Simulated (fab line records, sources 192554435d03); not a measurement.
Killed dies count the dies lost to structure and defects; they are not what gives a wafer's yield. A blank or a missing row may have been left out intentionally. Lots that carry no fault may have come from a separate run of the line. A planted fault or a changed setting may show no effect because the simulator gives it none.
fab line records	flow n5_finfet
record: lots: 6	wafers: 18	last_day: 17
route steps=1938 shown BEOL_M11@1567 PASSIVATION@1936
lots that met no fault: taken from a fault-free run of the same line
start_h: hours from the record's first day to the start of the lot's first wafer shown	wait_h: hours elapsed since this lot's preceding step	" unchanged from the row above	L1.1+2: several wafers, shown together as one row	- no value present, or no start provided	* or withheld: withheld	< > ~ a bound
route shown NAME@n: names a module that has steps shown in the file, with the first one's number in the route	usual: mean and standard deviation over wafers with no fault	same: alike in all rows	chamber/n: place in a boat	sites: readings site by site	_std_site: how widely they spread, as a standard deviation	_edge_site: the outer-site mean with the inner-site mean subtracted	radius_mm: how far each site lies from the wafer's centre	mask NAME#n: copy n	behind: the last tool/chamber to shape the wafer	hold: reason for holding the lot/hours on hold/outcome of the hold	device: which transistor (n, p or np) failed to switch	end of line: tests run on the same wafers once the route is complete	a step with no rows: only its recipe	killed: count of dies lost to structure and defects at first sort (not the wafer's yield)	map: dies across one wafer; x = killed, . = not, _ = none there
set.NAME: setting as actually run; set.NAME@STEP: the setting as run at that earlier step	model.NAME: the simulator's own value behind a step, which no gauge read
a table for each step, a row for each wafer; lots at some steps of the route
services: the hour from which a tool's chamber was out of use, counted from the record's first day as start_h (under 0 if before that day), plus the number of hours and why
== steps ==
step: N5_BEOL_M11_DEVELOP_27
recipe: develop_time_s: 30	developer: TMAH	resist: CAR-ArF	rinse_liquid: diw	dry: air_spin	dev_temp_c: 23
step: N5_BEOL_M11_CD_MEAS_28
recipe: target_cd_nm: 70	landing_energy_ev: 500	detector: se_inlens	polarity: opening
usual: cd_nm: 70.6/1.2
lot.wafer	tool	chamber	start_h	wait_h	cd_nm
L700.2	cd_sem-03	0	224.38	-	70.4
L700.4	"	0	"	"	71.5
L700.5	"	0	"	"	69.7
L707.1	cd_sem-03	0	256.12	-	69.5
L707.4	"	0	"	"	69.5
L707.5	"	0	"	"	68.6
L718.4	cd_sem-01	0	332.24	-	71.5
L718.5	"	0	"	"	71.4
L718.6	"	0	"	"	72.1
L717.1	cd_sem-01	0	332.76	-	72.5
L717.3	"	0	"	"	72.6
L717.5	"	0	"	"	72.2
L723.1	cd_sem-01	0	360.53	-	68.5
L723.2	"	0	"	"	69.3
L723.6	"	0	"	"	69.7
L722.1	cd_sem-01	0	361.03	-	68.9
L722.3	"	0	"	"	70.8
L722.6	"	0	"	"	70.4
step: N5_BEOL_M11_OVL_MEAS_29
recipe: points_per_wafer: 44
usual: V10_OVL: -0.4/0.69
same: points_per_wafer: 44
lot.wafer	tool	chamber	start_h	wait_h	V10_OVL[nm]
L700.2	overlay-01	0	224.41	0.0	-0.8
L700.4	"	0	"	"	-0.5
L700.5	"	0	"	"	-0.7
L707.1	overlay-02	0	256.15	0.0	-0.1
L707.4	"	0	"	"	-0.4
L707.5	"	0	"	"	-0.6
L718.4	overlay-02	0	332.26	0.0	-1.7
L718.5	"	0	"	"	-2.2
L718.6	"	0	"	"	-0.6
L717.1	overlay-01	0	332.79	0.0	-0.6
L717.3	"	0	"	"	-0.9
L717.5	"	0	"	"	-0.8
L723.1	overlay-01	0	360.56	0.0	0.6
L723.2	"	0	"	"	1.0
L723.6	"	0	"	"	0.6
L722.1	overlay-02	0	361.06	0.0	0.3
L722.3	"	0	"	"	-0.5
L722.6	"	0	"	"	-0.3
step: N5_BEOL_M11_INSPECT_30
recipe: mode: adi	inspect_instrument: brightfield
usual: raw_defect_count: 459/110
lot.wafer	tool	chamber	start_h	wait_h	raw_defect_count
L700.2	defect_inspect-01	-	224.43	0.0	710
L700.4	"	-	"	"	530
L700.5	"	-	"	"	550
L707.1	defect_inspect-01	-	256.17	0.0	524
L707.4	"	-	"	"	480
L707.5	"	-	"	"	393
L718.4	defect_inspect-01	-	332.29	0.0	641
L718.5	"	-	"	"	626
L718.6	"	-	"	"	509
L717.1	defect_inspect-01	-	332.81	0.0	511
L717.3	"	-	"	"	604
L717.5	"	-	"	"	483
L723.1	defect_inspect-01	-	360.58	0.0	634
L723.2	"	-	"	"	631
L723.6	"	-	"	"	592
L722.1	defect_inspect-01	-	361.09	0.0	425
L722.3	"	-	"	"	425
L722.6	"	-	"	"	350
step: N5_BEOL_M11_DESCUM_33
recipe: chemistry: O2	time_s: 7.9	source_power_w: 50	bias_power_w: 20	pressure_mtorr: 20	rf_frequency_hz: 2.712e+07	temp_c: 40	resist: CAR-ArF	o2_flow_sccm: 225
usual: drypump_motor_current_A: 5.8/0.54	oes_product_au: 0.81/0.082	rf_vpp_V: 242.8/1.2	showerhead_plenum_p_Torr: 2.06/0.059	throttle_valve_pct: 20.30/0.28
lot.wafer	tool	chamber	start_h	wait_h	drypump_motor_current_A	oes_product_au	rf_hours_counter_h	rf_vpp_V	showerhead_plenum_p_Torr	throttle_valve_pct
L700.2	rie_diel-01	1	224.47	0.0	5.7	0.65	246	240.0	1.97	20.50
L700.4	"	2	"	"	5.6	0.87	51	242.0	2.04	20.31
L700.5	"	0	"	"	6.0	0.73	-	244.2	2.10	20.71
L707.1	rie_diel-03	1	256.21	0.0	4.7	0.87	52	242.9	2.03	20.45
L707.4	"	3	"	"	6.4	0.87	48	242.4	2.01	19.83
L707.5	"	3	"	"	6.4	0.87	-	241.1	2.01	19.84
L718.4	rie_diel-03	1	332.32	0.0	4.7	0.84	74	243.4	2.02	20.49
L718.5	"	0	"	"	6.5	0.90	-	242.3	2.03	20.13
L718.6	"	3	"	"	6.4	0.84	-	240.7	2.01	19.85
L717.1	rie_diel-03	2	332.85	0.0	5.2	0.68	246	243.0	2.07	20.71
L717.3	"	3	"	"	6.4	0.83	69	242.0	2.01	19.86
L717.5	"	0	"	"	6.5	0.91	-	242.3	2.03	20.13
L723.1	rie_diel-01	1	360.62	0.0	5.7	0.88	32	245.3	2.21	20.12
L723.2	"	2	"	"	5.6	0.82	94	243.2	2.03	20.37
L723.6	"	1	"	"	5.7	0.89	-	244.6	2.21	20.12
L722.1	rie_diel-01	3	361.58	0.5	6.3	0.71	181	241.2	1.97	20.22
L722.3	"	1	"	"	5.7	0.89	33	244.7	2.21	20.14
L722.6	"	3	"	"	6.3	0.71	-	241.4	1.97	20.21
step: N5_BEOL_M11_ETCH_65
recipe: chemistry: CF4	target: SiARC	target_depth_a: 390	mask_material: CAR-ArF	time_s: 65	ion_energy_ev: 80	pressure_mtorr: 40	source_w: 545	bias_w: 36	Ar_flow_sccm: 100	cf4_flow_sccm: 100	ends: cleared
usual: cf4_flow_sccm: 100.00/0.29	drypump_motor_current_A: 5.8/0.54	etch_rf_on_time_s: 64.2/2.6	oes_product_au: 0.70/0.073	rf_vpp_V: 183.7/1.1	showerhead_plenum_p_Torr: 2.12/0.053	throttle_valve_pct: 15.55/0.23
lot.wafer	tool	chamber	start_h	wait_h	cf4_flow_sccm	drypump_motor_current_A	etch_rf_on_time_s	oes_product_au	rf_hours_counter_h	rf_vpp_V	showerhead_plenum_p_Torr	throttle_valve_pct
L700.2	rie_diel-01	1	224.50	0.0	100.00	5.7	65.0	0.57	246	181.0	2.03	15.76
L700.4	"	2	"	"	100.04	5.6	63.3	0.73	51	184.2	2.08	15.40
L700.5	"	0	"	"	99.51	6.0	66.7	0.62	-	183.7	2.13	15.72
L707.1	rie_diel-03	1	256.24	0.0	100.24	4.7	63.3	0.75	52	182.5	2.10	15.75
L707.4	"	3	"	"	99.81	6.4	60.0	0.78	48	183.6	2.10	15.17
L707.5	"	3	"	"	100.37	6.4	59.7	0.77	-	182.4	2.10	15.18
L718.4	rie_diel-03	1	332.36	0.0	100.03	4.7	64.4	0.71	74	184.4	2.10	15.80
L718.5	"	0	"	"	100.33	6.5	63.0	0.78	-	182.1	2.13	15.54
L718.6	"	3	"	"	100.12	6.4	59.8	0.74	-	183.2	2.09	15.22
L717.1	rie_diel-03	2	332.88	0.0	100.04	5.2	64.4	0.59	246	182.5	2.12	15.90
L717.3	"	3	"	"	99.40	6.4	60.0	0.74	70	184.1	2.09	15.22
L717.5	"	0	"	"	99.84	6.6	63.4	0.77	-	182.3	2.13	15.51
L723.1	rie_diel-01	1	360.65	0.0	99.79	5.7	63.3	0.76	32	186.9	2.27	15.33
L723.2	"	2	"	"	100.05	5.6	64.9	0.68	94	183.1	2.07	15.47
L723.6	"	1	"	"	100.19	5.7	63.5	0.77	-	185.9	2.27	15.32
L722.1	rie_diel-01	3	361.62	0.0	99.66	6.3	68.0	0.60	181	182.5	2.05	15.68
L722.3	"	1	"	"	100.04	5.7	62.4	0.77	33	184.7	2.27	15.31
L722.6	"	3	"	"	99.69	6.3	67.8	0.60	-	182.5	2.05	15.67
step: N5_BEOL_M11_ETCH_66
recipe: chemistry: N2/H2	target: SOC	target_depth_a: 1200	overetch_a: 240	mask_material: SiARC	temp_c: 40	time_s: 180	ion_energy_ev: 200	pressure_mtorr: 30	source_w: 840	bias_w: 150	n2_flow_sccm: 200	h2_flow_sccm: 200
usual: drypump_motor_current_A: 5.8/0.54	oes_product_au: 0.65/0.059	rf_vpp_V: 523.0/2	showerhead_plenum_p_Torr: 2.51/0.068	throttle_valve_pct: 17.77/0.24
lot.wafer	tool	chamber	start_h	wait_h	drypump_motor_current_A	oes_product_au	rf_hours_counter_h	rf_vpp_V	showerhead_plenum_p_Torr	throttle_valve_pct
L700.2	rie_diel-01	1	224.55	0.0	5.7	0.54	246	519.3	2.39	17.92
L700.4	"	2	"	"	5.6	0.69	51	523.0	2.46	17.56
L700.5	"	0	"	"	6.0	0.60	-	524.2	2.52	17.85
L707.1	rie_diel-03	1	256.29	0.0	4.7	0.69	52	521.8	2.49	18.02
L707.4	"	3	"	"	6.4	0.70	48	521.4	2.50	17.63
L707.5	"	3	"	"	6.4	0.69	-	522.9	2.50	17.63
L718.4	rie_diel-03	1	332.41	0.0	4.7	0.67	74	522.8	2.48	18.04
L718.5	"	0	"	"	6.5	0.71	-	522.8	2.47	17.47
L718.6	"	3	"	"	6.4	0.67	-	521.1	2.49	17.67
L717.1	rie_diel-03	2	332.93	0.0	5.2	0.56	246	522.2	2.49	18.13
L717.3	"	3	"	"	6.4	0.68	70	522.3	2.49	17.66
L717.5	"	0	"	"	6.6	0.72	-	522.7	2.47	17.46
L723.1	rie_diel-01	1	360.70	0.0	5.7	0.72	32	528.1	2.69	17.49
L723.2	"	2	"	"	5.6	0.64	95	522.4	2.45	17.63
L723.6	"	1	"	"	5.7	0.71	-	528.2	2.69	17.49
L722.1	rie_diel-01	3	361.67	0.0	6.3	0.59	181	521.0	2.43	17.87
L722.3	"	1	"	"	5.7	0.71	33	528.1	2.69	17.50
L722.6	"	3	"	"	6.3	0.58	-	521.1	2.43	17.85
step: N5_BEOL_M11_STRIP_69
recipe: chemistry: N2/H2	temp_c: 40	n2_flow_sccm: 200	h2_flow_sccm: 200	rf_frequency_hz: 6e+07
step: N5_BEOL_M11_VIA_ETCH_34
recipe: chemistry: C4F6/O2	target: SiCOH_lowk	target_depth_a: 1845	mask_material: SOC	taper_deg: 4	time_s: 69.2	ion_energy_ev: 250	pressure_mtorr: 30	source_w: 345	bias_w: 185	Ar_flow_sccm: 300	C4F6_flow_sccm: 10	O2_flow_sccm: 10
usual: drypump_motor_current_A: 5.8/0.54	oes_o_777_au: 0.81/0.073	oes_product_au: 0.81/0.083	rf_vpp_V: 659/19	showerhead_plenum_p_Torr: 2.82/0.073	throttle_valve_pct: 20.85/0.24
lot.wafer	tool	chamber	start_h	wait_h	drypump_motor_current_A	oes_o_777_au	oes_product_au	rf_hours_counter_h	rf_vpp_V	showerhead_plenum_p_Torr	throttle_valve_pct
L700.2	rie_diel-01	1	224.68	0.0	5.7	0.67	0.67	246	655	2.69	20.99
L700.4	"	2	"	"	5.6	0.84	0.86	51	660	2.78	20.80
L700.5	"	0	"	"	6.0	0.77	0.73	-	685	2.83	20.99
L707.1	rie_diel-03	1	256.41	0.0	4.7	0.85	0.85	52	658	2.78	21.02
L707.4	"	3	"	"	6.4	0.89	0.88	48	659	2.76	20.39
L707.5	"	3	"	"	6.4	0.89	0.88	-	658	2.76	20.35
L718.4	rie_diel-03	1	332.53	0.0	4.7	0.81	0.83	74	655	2.77	21.06
L718.5	"	0	"	"	6.5	0.88	0.90	-	651	2.83	20.97
L718.6	"	3	"	"	6.4	0.86	0.85	-	658	2.75	20.40
L717.1	rie_diel-03	2	333.06	0.0	5.2	0.72	0.70	246	682	2.81	21.19
L717.3	"	3	"	"	6.4	0.86	0.85	70	657	2.75	20.39
L717.5	"	0	"	"	6.5	0.88	0.90	-	649	2.83	20.98
L723.1	rie_diel-01	1	360.83	0.0	5.7	0.88	0.90	32	663	3.01	20.65
L723.2	"	2	"	"	5.6	0.79	0.79	95	661	2.76	20.84
L723.6	"	1	"	"	5.7	0.89	0.89	-	664	3.01	20.63
L722.1	rie_diel-01	3	361.79	0.0	6.3	0.71	0.70	181	618	2.73	20.94
L722.3	"	1	"	"	5.7	0.88	0.89	33	665	3.01	20.64
L722.6	"	3	"	"	6.3	0.71	0.69	-	620	2.73	20.93
step: N5_BEOL_M11_STRIP_73
recipe: chemistry: C4F6/O2	resist: SiARC	rf_frequency_hz: 6e+07
step: N5_BEOL_M11_STRIP_36
recipe: chemistry: N2/H2	power_w: 450	temp_c: 40	pressure_mtorr: 20	rf_frequency_hz: 6e+07	overash_fraction: 0.3	bias_power_w: 7	h2_frac: 0.5	n2_flow_sccm: 200	h2_flow_sccm: 200
usual: drypump_motor_current_A: 5.8/0.55	oes_product_au: 0.81/0.081	rf_vpp_V: 59.2/1.9	showerhead_plenum_p_Torr: 2.51/0.068	throttle_valve_pct: 23.6/0.31
lot.wafer	tool	chamber	start_h	wait_h	drypump_motor_current_A	oes_product_au	rf_hours_counter_h	rf_vpp_V	showerhead_plenum_p_Torr	throttle_valve_pct
L700.2	rie_diel-01	1	224.74	0.0	5.7	0.66	246	58.9	2.38	23.7
L700.4	"	2	"	"	5.6	0.85	51	60.8	2.46	23.3
L700.5	"	0	"	"	6.0	0.72	-	60.0	2.52	23.7
L707.1	rie_diel-03	1	256.48	0.0	4.7	0.87	52	58.1	2.49	23.9
L707.4	"	3	"	"	6.4	0.87	48	60.3	2.50	23.7
L707.5	"	3	"	"	6.4	0.88	-	60.3	2.49	23.7
L718.4	rie_diel-03	1	332.59	0.0	4.7	0.85	74	62.3	2.48	24.0
L718.5	"	0	"	"	6.6	0.93	-	58.4	2.47	23.2
L718.6	"	3	"	"	6.4	0.86	-	58.3	2.49	23.7
L717.1	rie_diel-03	2	333.12	0.0	5.2	0.69	246	60.7	2.49	24.1
L717.3	"	3	"	"	6.4	0.82	70	58.2	2.49	23.8
L717.5	"	0	"	"	6.6	0.89	-	61.4	2.47	23.2
L723.1	rie_diel-01	1	360.89	0.0	5.7	0.89	32	58.7	2.69	23.3
L723.2	"	2	"	"	5.6	0.79	95	60.3	2.44	23.4
L723.6	"	1	"	"	5.7	0.87	-	59.2	2.69	23.3
L722.1	rie_diel-01	3	361.85	0.0	6.3	0.70	181	58.3	2.42	23.6
L722.3	"	1	"	"	5.7	0.89	33	58.2	2.69	23.3
L722.6	"	3	"	"	6.4	0.70	-	58.2	2.43	23.6
step: N5_BEOL_M11_TRENCH_ETCH_37
recipe: chemistry: C4F6/O2	target_depth_a: 1488.3	target: SiCOH_lowk	time_s: 48	ion_energy_ev: 250	pressure_mtorr: 30	source_w: 345	bias_w: 185	Ar_flow_sccm: 300	C4F6_flow_sccm: 10	O2_flow_sccm: 10
step: N5_BEOL_M11_ETCH_41
recipe: chemistry: CH3F/O2	target: SiCN	target_depth_a: 426	taper_deg: 2	time_s: 86	ion_energy_ev: 120	mask_material: TiN	pressure_mtorr: 30	source_w: 395	bias_w: 75	Ar_flow_sccm: 150	CH3F_flow_sccm: 30	O2_flow_sccm: 20
usual: drypump_motor_current_A: 5.8/0.54	oes_product_au: 0.81/0.082	rf_vpp_V: 296.8/1.3	showerhead_plenum_p_Torr: 1.98/0.054	throttle_valve_pct: 16.24/0.24
lot.wafer	tool	chamber	start_h	wait_h	drypump_motor_current_A	oes_product_au	rf_hours_counter_h	rf_vpp_V	showerhead_plenum_p_Torr	throttle_valve_pct	model.etch.depth_nm
L700.2	rie_diel-01	1	224.82	-	5.7	0.66	246	294.0	1.88	16.44	32.08
L700.4	"	2	"	"	5.6	0.85	51	295.3	1.95	16.15	33
L700.5	"	0	"	"	6.0	0.73	-	297.9	1.99	16.43	32.1
L707.1	rie_diel-03	1	256.56	-	4.7	0.86	52	295.3	1.95	16.40	32.93
L707.4	"	3	"	"	6.4	0.88	48	296.8	1.93	15.77	34.15
L707.5	"	3	"	"	6.4	0.89	-	296.2	1.93	15.78	34.36
L718.4	rie_diel-03	1	332.67	-	4.7	0.84	75	296.6	1.94	16.42	33.05
L718.5	"	0	"	"	6.6	1.29	-	296.9	1.98	16.23	56.58
L718.6	"	3	"	"	6.4	0.86	-	297.2	1.93	15.82	34.36
L717.1	rie_diel-03	2	333.20	-	5.2	0.99	246	296.2	1.98	16.62	55.58
L717.3	"	3	"	"	6.4	0.85	70	295.9	1.93	15.81	34.07
L717.5	"	0	"	"	6.5	1.30	-	296.8	1.98	16.22	56.88
L723.1	rie_diel-01	1	360.97	-	5.7	0.89	32	300.4	2.12	16.02	33.24
L723.2	"	2	"	"	5.7	0.79	95	293.7	1.93	16.23	32.58
L723.6	"	1	"	"	5.7	0.89	-	300.5	2.12	16.00	33.4
L722.1	rie_diel-01	3	361.93	-	6.3	0.69	181	295.0	1.91	16.36	30.86
L722.3	"	1	"	"	5.7	0.90	33	299.4	2.12	16.02	33.74
L722.6	"	3	"	"	6.3	0.70	-	296.4	1.91	16.34	31.06
step: N5_BEOL_M11_STRIP_77
recipe: chemistry: N2/H2	time_s: 10	power_w: 450	temp_c: 40	pressure_mtorr: 20	rf_frequency_hz: 6e+07	bias_power_w: 7	n2_flow_sccm: 200	h2_flow_sccm: 200
step: N5_PASSIVATION_PROBE_49
usual: defect_limited_yield: 91.3/1.5	killed_at_M0_to_M3: 35/8.7	killed_at_M4_up: 14/5.5	killed_at_contacts: 11/5.6	killed_at_front_end: 39/13	killed_at_other: 3.7/2.2	killed_dies: 103/18	killed_open: 69/14	killed_short: 33/7.8	sort_bin_5_function: 5.1/0.99	sort_bin_6_memory: 3.3/0.67	sort_n_pass: 1077/18	sort_yield_pct: 91.2/1.5
same: gross_dies: 1180	killed_at_back_side: 0	sort_bin_4_leakage[%]: 0	sort_bin_8_speed[%]: 0
lot.wafer	tool	chamber	start_h	wait_h	defect_limited_yield[%]	killed_at_M0_to_M3	killed_at_M4_up	killed_at_contacts	killed_at_front_end	killed_at_other	killed_dies	killed_open	killed_short	sort_bin_5_function[%]	sort_bin_6_memory[%]	sort_n_pass	sort_yield_pct[%]
L700.2	prober-02	-	267.66	0.1	91.9	32	8	19	35	2	96	67	28	5.4	2.5	1084	91.9
L700.4	prober-02	-	267.76	0.2	90.7	45	14	11	34	6	110	75	30	5.1	4.2	1070	90.7
L700.5	prober-02	-	267.81	0.2	91.3	36	13	16	35	3	103	72	29	5.8	2.7	1077	91.3
L707.1	prober-01	-	302.80	0.0	92.4	24	21	5	36	4	90	59	28	4.6	2.8	1090	92.4
L707.4	prober-01	-	302.95	0.2	93.4	18	11	16	31	2	78	55	23	3.9	2.4	1102	93.4
L707.5	prober-01	-	303.00	0.2	91.4	31	13	13	38	7	102	59	42	6.3	2.1	1078	91.4
L718.4	prober-02	-	377.76	0.2	92.4	33	9	12	33	3	90	51	37	3.7	3.5	1090	92.4
L718.5	prober-02	-	377.81	0.2	92.6	32	9	9	32	5	87	52	32	3.6	3.4	1093	92.6
L718.6	prober-02	-	377.86	0.3	91.6	43	7	10	33	6	99	59	39	5.5	2.3	1081	91.6
L717.1	prober-01	-	377.95	0.0	94.5	23	12	5	21	4	65	41	22	3.6	1.7	1115	94.5
L717.3	prober-01	-	378.05	0.1	94.7	12	11	18	12	9	62	38	20	2.5	2.5	1118	94.7
L717.5	prober-01	-	378.15	0.2	94.4	30	13	4	14	5	66	51	15	3.3	2.3	1114	94.4
L723.1	prober-01	-	404.94	0.0	89.7	42	17	18	43	1	121	71	48	6.6	3.4	1059	89.7
L723.2	prober-01	-	404.99	0.1	89.5	44	13	22	45	0	124	83	41	6.8	3.5	1056	89.5
L723.6	prober-01	-	405.19	0.3	89.0	46	24	10	49	1	130	79	50	6.4	4.0	1050	89.0
L722.1	prober-02	-	415.37	0.0	93.1	26	19	5	28	4	82	60	21	4.3	2.5	1098	93.1
L722.3	prober-02	-	415.47	0.1	91.1	35	19	16	30	5	105	72	33	5.3	3.1	1075	91.1
L722.6	prober-02	-	415.62	0.3	90.9	25	21	18	36	7	107	76	29	5.1	3.5	1073	90.9
killed by level:class
L700.2 BEOL_M3:geometric_particle:open=14 STI_FIN_REVEAL:geometric_particle:open=12 MOL_CONTACT_COAG:geometric_particle:open=12 FIN_SAQP:geometric_particle:open=9 MOL_CONTACT_COAG:geometric_particle:short=7 BEOL_M0_SAQP:geometric_particle:open=6 BEOL_M0_SAQP:geometric_particle:short=5 FIN_SAQP:geometric_particle:short=2
L700.4 STI_FIN_REVEAL:geometric_particle:open=14 BEOL_M0_SAQP:geometric_particle:open=11 BEOL_M2:geometric_particle:open=9 BEOL_M3:geometric_particle:open=8 MOL_CONTACT_COAG:geometric_particle:open=7 BEOL_M0_SAQP:geometric_particle:short=7 BEOL_M4:geometric_particle:open=6 FIN_SAQP:geometric_particle:short=4
L700.5 MOL_CONTACT_COAG:geometric_particle:open=13 BEOL_M0_SAQP:geometric_particle:open=10 FIN_SAQP:geometric_particle:open=8 STI_FIN_REVEAL:geometric_particle:open=8 BEOL_M3:geometric_particle:open=7 BEOL_M0_SAQP:geometric_particle:short=5 BEOL_M2:geometric_particle:open=4 STARTING-WAFER:geometric_particle:open=4
L707.1 BEOL_M4:geometric_particle:open=8 DUMMY_GATE:geometric_particle:open=7 GATE_CUT:geometric_particle:short=6 BEOL_M0_SAQP:geometric_particle:short=6 BEOL_M0_SAQP:geometric_particle:open=6 FIN_SAQP:geometric_particle:open=5 BEOL_M1:geometric_particle:open=5 GATE_CUT:geometric_particle:open=4
L707.4 MOL_CONTACT_COAG:geometric_particle:open=13 FIN_SAQP:geometric_particle:open=7 BEOL_M0_SAQP:geometric_particle:open=7 BEOL_M4:geometric_particle:open=6 FIN_SAQP:geometric_particle:short=5 BEOL_M3:geometric_particle:open=5 STI_FIN_REVEAL:geometric_particle:open=4 STARTING-WAFER:geometric_particle:short=3
L707.5 FIN_SAQP:geometric_particle:open=10 MOL_CONTACT_COAG:geometric_particle:open=9 FIN_SAQP:geometric_particle:short=6 BEOL_M2:geometric_particle:short=6 BEOL_M3:geometric_particle:open=6 BEOL_M2:geometric_particle:open=5 BEOL_M3:geometric_particle:short=5 BEOL_M4:geometric_particle:open=5
L718.4 FIN_SAQP:geometric_particle:short=10 MOL_CONTACT_COAG:geometric_particle:open=10 BEOL_M0_SAQP:geometric_particle:short=9 BEOL_M2:geometric_particle:open=8 DUMMY_GATE:geometric_particle:open=6 BEOL_M1:geometric_particle:open=5 FIN_SAQP:geometric_particle:open=4 BEOL_M0_SAQP:geometric_particle:open=4
L718.5 MOL_CONTACT_COAG:geometric_particle:open=8 BEOL_M0_SAQP:geometric_particle:short=8 STI_FIN_REVEAL:geometric_particle:open=7 FIN_SAQP:geometric_particle:open=6 BEOL_M2:geometric_particle:open=6 FIN_SAQP:geometric_particle:short=5 DUMMY_GATE:geometric_particle:open=5 BEOL_M0_SAQP:geometric_particle:open=5
L718.6 BEOL_M2:geometric_particle:open=14 BEOL_M0_SAQP:geometric_particle:open=11 FIN_SAQP:geometric_particle:short=10 MOL_CONTACT_COAG:geometric_particle:open=8 BEOL_M0_SAQP:geometric_particle:short=6 BEOL_M2:geometric_particle:short=4 FIN_SAQP:geometric_particle:open=3 DUMMY_GATE:geometric_particle:open=3
L717.1 BEOL_M2:geometric_particle:open=6 STI_FIN_REVEAL:geometric_particle:open=5 STARTING-WAFER:geometric_particle:short=5 BEOL_M1:geometric_particle:open=4 FIN_SAQP:geometric_particle:open=3 MOL_CONTACT_COAG:geometric_particle:open=3 BEOL_M0_SAQP:geometric_particle:short=3 BEOL_M0_SAQP:geometric_particle:open=3
L717.3 MOL_CONTACT_COAG:geometric_particle:open=14 MOL_CONTACT_COAG:geometric_particle:short=4 FIN_SAQP:geometric_particle:open=3 BEOL_M3:geometric_particle:open=3 ILD0:geometric_particle:short=3 BEOL_M5:coat_microbubble_printed=3 BEOL_M4:geometric_particle:open=3 BEOL_M4:geometric_particle:short=3
L717.5 BEOL_M3:geometric_particle:open=10 BEOL_M0_SAQP:geometric_particle:open=7 BEOL_M2:geometric_particle:open=7 STI_FIN_REVEAL:geometric_particle:short=5 STI_FIN_REVEAL:geometric_particle:open=4 MOL_CONTACT_COAG:geometric_particle:open=4 BEOL_M5:geometric_particle:open=4 BEOL_M0_SAQP:geometric_particle:short=3
L723.1 MOL_CONTACT_COAG:geometric_particle:open=14 STI_FIN_REVEAL:geometric_particle:open=11 BEOL_M3:geometric_particle:short=10 FIN_SAQP:geometric_particle:open=9 BEOL_M0_SAQP:geometric_particle:short=7 GATE_CUT:geometric_particle:short=6 BEOL_M0_SAQP:geometric_particle:open=6 BEOL_M3:geometric_particle:open=6
L723.2 BEOL_M0_SAQP:geometric_particle:open=19 MOL_CONTACT_COAG:geometric_particle:open=18 FIN_SAQP:geometric_particle:short=11 FIN_SAQP:geometric_particle:open=10 BEOL_M0_SAQP:geometric_particle:short=10 BEOL_M4:geometric_particle:open=10 STI_FIN_REVEAL:geometric_particle:open=7 MOL_CONTACT_COAG:geometric_particle:short=4
L723.6 BEOL_M0_SAQP:geometric_particle:short=14 FIN_SAQP:geometric_particle:short=12 FIN_SAQP:geometric_particle:open=12 STI_FIN_REVEAL:geometric_particle:open=12 BEOL_M0_SAQP:geometric_particle:open=11 BEOL_M4:geometric_particle:open=10 BEOL_M3:geometric_particle:open=8 MOL_CONTACT_COAG:geometric_particle:open=6
L722.1 BEOL_M4:geometric_particle:open=12 STI_FIN_REVEAL:geometric_particle:open=7 BEOL_M0_SAQP:geometric_particle:open=6 BEOL_M0_SAQP:geometric_particle:short=5 BEOL_M1:geometric_particle:open=5 FIN_SAQP:geometric_particle:open=4 DUMMY_GATE:geometric_particle:open=4 MOL_CONTACT_COAG:geometric_particle:open=3
L722.3 MOL_CONTACT_COAG:geometric_particle:open=13 BEOL_M3:geometric_particle:open=8 GATE_CUT:geometric_particle:short=8 BEOL_M0_SAQP:geometric_particle:open=8 BEOL_M4:geometric_particle:open=8 BEOL_M0_SAQP:geometric_particle:short=7 STI_FIN_REVEAL:geometric_particle:open=6 BEOL_M1:geometric_particle:open=5
L722.6 STI_FIN_REVEAL:geometric_particle:open=19 BEOL_M4:geometric_particle:open=11 MOL_CONTACT_COAG:geometric_particle:open=11 DUMMY_GATE:geometric_particle:open=7 MOL_CONTACT_COAG:geometric_particle:short=7 BEOL_M3:geometric_particle:open=7 BEOL_M5:geometric_particle:open=5 BEOL_M0_SAQP:geometric_particle:short=5
== services ==
tool	chamber	start_h	hours	kind
rie_diel-03	0	214.92	-	clean
rie_diel-03	0	214.92	-	consumable_replace:focus_ring
rie_diel-03	0	214.92	18.6	scheduled_down
rie_diel-03	0	214.92	18.6	vent_cycle
rie_diel-01	1	235.70	-	clean
rie_diel-01	1	235.70	-	consumable_replace:focus_ring
rie_diel-01	1	235.70	-	consumable_replace:showerhead
rie_diel-01	1	235.70	14.6	scheduled_down
rie_diel-01	1	235.70	14.6	vent_cycle
rie_diel-01	3	248.54	4.6	repair
rie_diel-03	-	271.79	0.6	repair
rie_diel-03	2	344.44	-	clean
rie_diel-03	2	344.44	-	consumable_replace:focus_ring
rie_diel-03	2	344.44	12.0	scheduled_down
rie_diel-03	2	344.44	12.0	vent_cycle
rie_diel-01	1	350.76	4.5	repair
rie_diel-03	3	355.96	5.1	repair
== key ==
first_sign: step: N5_BEOL_M11_ETCH_41	reading: oes_product_au	direction: up	sigmas: 4.7	usual: 0.81	struck: 1.20
effect none on later readings
model_effect: step: N5_BEOL_M11_ETCH_41	value: etch.depth_nm	without: 33.46	struck: 56.35
met_at N5_BEOL_M11_ETCH_41
struck_wafers L717.1,L717.5,L718.5
onset_between 256.56 332.67
fault: kind: process_parameter_drift	tool: rie_diel-03	chamber: -	onset_h: 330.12	steps: N5_BEOL_M11_ETCH_41	channel: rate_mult	offset: 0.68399	shape: step	end_h: 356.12	scope: struck_wafers_only
